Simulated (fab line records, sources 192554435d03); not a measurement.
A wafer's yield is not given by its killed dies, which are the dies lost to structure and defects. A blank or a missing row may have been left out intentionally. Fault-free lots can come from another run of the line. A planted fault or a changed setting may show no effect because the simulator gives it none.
Which tool was responsible? || flow n5 finfet || 29 wafers sampled from 10 lots at 1 step of a route of 1938

WHAT EACH GAUGE READ, for each wafer
N5_ILD0_THK_MEAS_08.
{"lot": "L258", "measured": "day 3 21:51", "on": "film metro-02", "thk nm (nm)": "138.9 139.1 139.8"}
{"lot": "L259", "measured": "day 4 03:26", "on": "film metro-02", "thk nm (nm)": "138.8 138.4 137.6"}
{"lot": "L260", "measured": "day 4 11:37", "on": "film metro-02", "thk nm (nm)": "139.2 140.1 138.7"}
{"lot": "L262", "measured": "day 4 18:40", "on": "film metro-02", "thk nm (nm)": "138.8 137.6 138.1"}
{"lot": "L263", "measured": "day 5 00:49", "on": "film metro-02", "thk nm (nm)": "138.9 139.9 140.9"}
{"lot": "L264", "measured": "day 5 09:07", "on": "film metro-01", "thk nm (nm)": "139.3 141.2 140.4"}
{"lot": "L274", "measured": "day 7 20:35", "on": "film metro-02", "thk nm (nm)": "138.6 138.1"}
{"lot": "L276", "measured": "day 8 08:44", "on": "film metro-01", "thk nm (nm)": "137.9 136.3 135.5"}
{"lot": "L278", "measured": "day 9 01:49", "on": "film metro-01", "thk nm (nm)": "138.2 138.6 139.4"}
{"lot": "L280", "measured": "day 9 08:53", "on": "film metro-01", "thk nm (nm)": "138.5 139.6 139.0"}

EACH LOT AND THE TOOL THAT RAN IT (in order: tool; ch and the chambers of the sampled wafers; start)
Record: no process step prior to these readings.

THE ANSWER, worked out from the rows above alone
Rule: the usual values come from the lots themselves. The widest of any qualifying gaps counts: lots, ordered by their means at a reading, are off when they make up no more than a third of the lots, leave a main group of 4 or more, and stand apart from it by 3 or more times the standard deviation of that group's means. A main group whose means are all the same, to the digits that the tables above print for the reading, isn't used. A lot without any number at a reading at which 4 lots or more have one is off too. All remaining lots with rows at the step are treated as sound.
No lot is off on any of the readings shown, so nothing can be concluded from this.

WHAT THE SIMULATOR HAD PUT IN
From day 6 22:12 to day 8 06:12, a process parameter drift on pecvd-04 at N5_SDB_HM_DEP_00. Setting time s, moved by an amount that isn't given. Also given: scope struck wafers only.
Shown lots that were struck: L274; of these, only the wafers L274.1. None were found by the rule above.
